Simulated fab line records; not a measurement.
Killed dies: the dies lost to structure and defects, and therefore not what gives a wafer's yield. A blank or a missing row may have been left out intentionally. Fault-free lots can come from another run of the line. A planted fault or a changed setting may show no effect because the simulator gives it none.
What tool caused it? -- flow nand harc -- Sampling: 6 lots, 18 wafers, 5 of 1302 route steps

WHAT THE GAUGES SHOWED, per wafer
NHARC_END_SORT_01.
lot -- measured -- on -- killed at array

WHAT TOOL EACH LOT RAN ON (gives the tool, then ch and the chambers of the sampled wafers, and finally the start)
lot,NHARC_A_CHANNEL_HOLE_D2_ETCH_34,NHARC_A_CHANNEL_HOLE_D2_XSEM_32,NHARC_A_CHANNEL_FILL_D2_ALD_15,NHARC_A_CHANNEL_FILL_D2_ETCHBACK_20
L286,"rie diel-11 ch 0,1,2, day 15 06:56 or earlier","xsem-02 ch 0, day 15 06:56","ald sin batch-01 ch 0, day 15 18:55","rie diel-10 ch 0,3, day 16 09:09"
L287,"rie diel-02 ch 0,1,2, day 15 12:37 or earlier","xsem-01 ch 0, day 15 12:37","ald sin batch-01 ch 0, day 15 23:10","rie diel-10 ch 0,2,3, day 16 13:11"
L291,"rie diel-11 ch 1,2,3, day 17 18:47 or earlier","xsem-02 ch 0, day 17 18:47","ald sin batch-02 ch 0, day 18 06:04","rie diel-12 ch 0,1, day 18 19:41"
L294,"rie diel-04 ch 0,1, day 18 22:22 or earlier","xsem-01 ch 0, day 18 22:22","ald sin batch-01 ch 0, day 19 08:45","rie diel-12 ch 1,3, day 19 23:28"
L299,"rie diel-11 ch 0,2,3, day 21 03:16 or earlier","xsem-01 ch 0, day 21 03:16","ald sin batch-02 ch 0, day 21 13:53","rie diel-12 ch 0,3, day 22 04:07"
L301,"rie diel-04 ch 0,1,2, day 21 10:19 or earlier","xsem-02 ch 0, day 21 10:19","ald sin batch-02 ch 0, day 21 18:39","rie diel-12 ch 1,2,3, day 22 08:06"
- NHARC_A_CHANNEL_HOLE_D2_ETCH_34: etches the open film in CF4/CHF3, target depth 154 nm, time 77 s.
- NHARC_A_CHANNEL_HOLE_D2_XSEM_32
- NHARC_A_CHANNEL_FILL_D2_ALD_15: deposits SiNx, target thk 2 nm, pulse time 60 s, ald cycles 19.
- NHARC_A_CHANNEL_FILL_D2_ETCHBACK_20: etches the open film in C4F8/O2/Ar, target depth 27 nm, time 13.5 s.

THE ANSWER, worked out from the rows above alone
Rule: usual is defined by the lots themselves. Put in order of their means at a reading, lots are off if they are a third of the lots or fewer, leave a main group of 4 or more, and stand apart from it by a gap of 3 or more times the standard deviation of the main group's means; of several such gaps the widest counts. A main group whose means are all the same, to the digits that the tables above print for the reading, isn't used. A lot without any number at a reading at which 4 lots or more have one is off too. Where the step has rows for the other lots, those lots are counted as sound.
No lot is off at any reading shown: from this, nothing can be told.

WHAT WAS PUT IN BY THE SIMULATOR
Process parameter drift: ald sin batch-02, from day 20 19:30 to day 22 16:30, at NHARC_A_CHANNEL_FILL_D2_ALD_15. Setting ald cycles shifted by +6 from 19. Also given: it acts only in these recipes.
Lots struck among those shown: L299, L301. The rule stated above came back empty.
